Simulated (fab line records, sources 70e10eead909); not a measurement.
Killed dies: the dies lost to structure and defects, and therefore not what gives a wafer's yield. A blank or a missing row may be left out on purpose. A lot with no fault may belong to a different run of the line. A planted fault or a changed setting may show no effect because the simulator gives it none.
Matching of chambers + flow nandHarc + 4 sister chambers for NHARC_A_STAIRCASE_ETCH_444 on rieDiel-02
The step etches the open film in C4F8/O2, target depth 10200 nm, time 3400 s. 16 wafers are shown with their chamber, then 8 later ones without.

## WAFERS WITH THEIR CHAMBER
| wafer  | chamber | rfVppV (V) | oesProductAu (a.u.) |
|--------|---------|------------|---------------------|
| L075.1 | 3       | 802        | 0.933               |
| L075.2 | 1       | 813        | 0.906               |
| L075.3 | 2       | 806        | 0.922               |
| L079.2 | 3       | 800        | 0.930               |
| L079.3 | 0       | 800        | 0.915               |
| L079.6 | 3       | 801        | 0.923               |
| L077.1 | 3       | 799        | 0.932               |
| L077.2 | 0       | 799        | 0.916               |
| L077.6 | 2       | 805        | 0.915               |
| L084.1 | 0       | 800        | 0.963               |
| L084.5 | 0       | 801        | 0.961               |
| L084.6 | 3       | 801        | 0.959               |
| L085.2 | 0       | 801        | 0.936               |
| L085.5 | 3       | 800        | 0.914               |
| L085.6 | 2       | 804        | 0.923               |
| L087.1 | 3       | 799        | 0.914               |

SIGNATURES, as means of the wafers listed above
| reading      | chamber 0 | chamber 1 | chamber 2 | chamber 3 | scatter within a chamber |
|--------------|-----------|-----------|-----------|-----------|--------------------------|
| rfVppV       | 800.20    | 813.00    | 805.00    | 800.29    | 1.01                     |
| oesProductAu | 0.93820   | 0.90600   | 0.92000   | 0.92929   | 0.0174                   |
Rule: distance of a wafer from a chamber = root of the sum over the readings of ((wafer's reading minus chamber's mean) / reading's scatter) squared. The wafer belongs to the nearest chamber; if the next one is less than 2 further off, it can't be placed. The scatter: take each reading less its chamber's mean, square it, sum over the shown wafers, divide by the number of wafers less the number of chambers, and take the root.

## WAFERS WITHOUT THEIR CHAMBER
| wafer  | rfVppV (V) | oesProductAu (a.u.) |
|--------|------------|---------------------|
| L087.2 | 813        | 0.914               |
| L087.3 | 799        | 0.924               |
| L089.3 | 800        | 0.910               |
| L089.5 | 810        | 0.925               |
| L089.6 | 800        | 0.926               |
| L093.1 | 800        | 0.920               |
| L093.3 | 812        | 0.916               |
| L093.4 | 799        | 0.918               |

## EACH ONE'S CHAMBER
| wafer  | from the rows above     | in truth |
|--------|-------------------------|----------|
| L087.2 | 1                       | 1        |
| L087.3 | can't be placed: 3 or 0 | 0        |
| L089.3 | can't be placed: 3 or 0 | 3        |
| L089.5 | can't be placed: 1 or 2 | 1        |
| L089.6 | can't be placed: 3 or 0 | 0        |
| L093.1 | can't be placed: 3 or 0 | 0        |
| L093.3 | 1                       | 1        |
| L093.4 | can't be placed: 3 or 0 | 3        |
Placed correctly: 2 of 8. Not placeable from these rows: 6 (in 6, the candidates include the true chamber). Number placed wrongly: 0.
